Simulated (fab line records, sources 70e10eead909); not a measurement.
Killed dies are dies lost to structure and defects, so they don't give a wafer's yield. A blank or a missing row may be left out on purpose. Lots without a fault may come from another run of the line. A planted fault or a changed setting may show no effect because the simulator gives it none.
Problem report in the 8D (eight disciplines) form, filled by code | flow nand_harc | the parts of the form that need people (team, actions taken, sign-off) are left out

1. THE PROBLEM
oes_product_au at NHARC_A_CHANNEL_FILL_D2_ETCHBACK_19 reads a mean of 0.701 a.u. on 2 wafers of 2 lots; wafers without a fault read 1.005 a.u. with a standard deviation of 0.012. That is -25 standard deviations from the usual mean.
The step: etches the open film in HBr/Cl2, target depth 5 nm, time 1.7 s.
First seen on wafer L480.5, day 19 07:43, on rie_si-01. The record holds 42 wafers of 14 lots with a number at this step. Rule for "out", or "out of limits": more than 4 standard deviations from the usual mean. The other wafers with a number count as sound.

2. WHAT IT IS AND WHAT IT IS NOT
question                    | is                | is not
which readings at this step | oes_product_au    | drypump_motor_current_A, throttle_valve_pct
which lots                  | L480, L483        | L469, L470, L471, L472, L474, L484, L485, L486, L489, L490, L491, L492
which wafers of those lots  | L480.5, L483.5    | L480.1, L480.6, L483.4, L483.6
read on which tools         | rie_si-01         | rie_si-02, rie_si-06
when                        | from day 19 07:43 | up to then (17 sound wafers); but 23 sound wafers of L483, L484, L485, L486, L489, L490, L491, L492 came after

3. SUSPECTS, AND WHAT RULES EACH OUT
Counting: a tool at a process step up to the reading stays a suspect if it ran every lot that is out. Sound lots after the first of them don't rule it out here, since some wafers of a struck lot are sound.
- rie_si-01 at NHARC_A_CHANNEL_FILL_D2_ETCHBACK_19 (etches the open film in HBr/Cl2, target depth 5 nm, time 1.7 s): kept. It ran every lot that is out, first L480 (day 19 07:43); its last sound lot up to then is L472 (day 15 15:35). Its own readings are out on those wafers: oes_product_au.
Left after counting: rie_si-01 at NHARC_A_CHANNEL_FILL_D2_ETCHBACK_19.

4. THE CAUSE (what the simulator had put in)
Process parameter drift: rie_si-01, from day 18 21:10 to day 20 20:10, at NHARC_A_CHANNEL_FILL_D2_ETCHBACK_19. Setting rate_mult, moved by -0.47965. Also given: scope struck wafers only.
Counting left only this tool.

5. THE CHAIN OF EFFECTS, in route order
Each row: a reading whose mean over the struck wafers that have a number lies more than 3 standard deviations from the usual. Only readings for which the record gives a usual standard deviation are gone through. hours: the time from each lot's start at the first step in this table that gives one to its start at this step, as a median over the lots. sigmas: the change in usual standard deviations.
hours | step                                | reading        | usual      | on struck wafers | change | sigmas
0     | NHARC_A_CHANNEL_FILL_D2_ETCHBACK_19 | oes_product_au | 1.005 a.u. | 0.701            | -0.304 | -25
The process steps in it:
- NHARC_A_CHANNEL_FILL_D2_ETCHBACK_19: etches the open film in HBr/Cl2, target depth 5 nm, time 1.7 s.

6. WHAT WOULD HAVE CAUGHT IT SOONER
In this record the first reading out of limits was taken at day 19 07:43, 11 hours after the fault began at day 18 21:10.
